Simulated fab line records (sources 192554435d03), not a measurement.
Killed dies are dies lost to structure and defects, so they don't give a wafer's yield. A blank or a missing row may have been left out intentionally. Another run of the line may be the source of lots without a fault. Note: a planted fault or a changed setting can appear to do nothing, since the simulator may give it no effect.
A struck lot beside a sound one :: flow n5Finfet :: 11 out of 1938 route steps
Sound: wafers L204.3, L204.4, L204.6. Wafers L196.1, L196.3, L196.4 were the ones struck. The cause is named last.
Order at every step that has rows: each side's tool, ch and its chambers, its first start. Under that, the readings that differ: sound wafers :: struck wafers :: difference of the means :: sigmas: that difference in standard deviations of wafers without a fault.
alike: same words and numbers on both sides, and readings whose means sit less than 2 such deviations apart. not compared: any withheld reading, any reading some wafer has no value for, any bound like >300 that may hide the same value, and any number with overlapping values for which the record gives no deviation.
A row with sigmas, a row that says differs or no value, or rows on one side alone: a step with any of these is where the two part. Numbers that have no deviation but don't overlap get no sigmas and don't part them. A reading that every wafer of one side lacks parts them only if that side has two wafers or more.

N5_START_INSPECT_01: inspects for defects (unpatterned scan).
  struck on defectInspect-02, day 3 00:02; sound on defectInspect-01, day 5 00:02
  alike: rawDefectCount
then, 2 steps without rows for these wafers: N5_ZERO_LAYER_PRECLEAN_00 (cleans in SPM, time 600 s); N5_ZERO_LAYER_SRD_01 (time 30 s, dry time 30 s).
N5_ZERO_LAYER_PECVD_02: deposits SiO2 from SiH4/N2O, target thk 10 nm, time 6 s.
  sound on pecvd-03 ch 0,1, day 5 00:17; struck on pecvd-01 ch 1,2, day 3 00:18
  alike: heaterPowerW, showerheadPlenumPTorr, showerheadVppV
then, 4 steps without rows for these wafers: N5_ZERO_LAYER_HMDS_04 (time 60 s); N5_ZERO_LAYER_COAT_05 (resist thk 1000 nm); N5_ZERO_LAYER_EBR_07; N5_ZERO_LAYER_SOFTBAKE_06 (time 90 s).
N5_ZERO_LAYER_EXPOSE_08: exposes mask ZERO, defocus 0 nm, target cd 2000 nm.
  sound on krfScanner-02 ch 0, day 5 00:29; struck on krfScanner-01 ch 0, day 3 00:29
reading: model.ZERO_LAYER.overlayXNm (nm)
sound: -1.057 -1.057 -1.057
struck: 406 406 406
difference: +407
sigmas: 
  alike: mask
next, for these wafers, 1 step has no rows: N5_ZERO_LAYER_PEB_09.
-- a jump in the record: the struck wafers' starts before and after are 7 days apart (it breaks off in module ZERO_LAYER and resumes in module BEOL_M4, where the first step shown is number 1111 of the route) --
N5_BEOL_M4_RC_MEAS_101:
  sound on prober-02 ch 0, day 11 14:09; struck on prober-01 ch 0, day 9 18:11
reading: ION_P (uA/um)
sound: 463 461 460
struck: 443 450 444
difference: -16
sigmas: -2
  alike: DIBL_N, DIBL_P, IOFF_N, IOFF_P, ION_N, SS_N, SS_P, VT_N, VT_P

== WHERE THEY PART ==
At N5_BEOL_M4_RC_MEAS_101 and nowhere else, as far as this record goes.

WHY: whatever the simulator had introduced
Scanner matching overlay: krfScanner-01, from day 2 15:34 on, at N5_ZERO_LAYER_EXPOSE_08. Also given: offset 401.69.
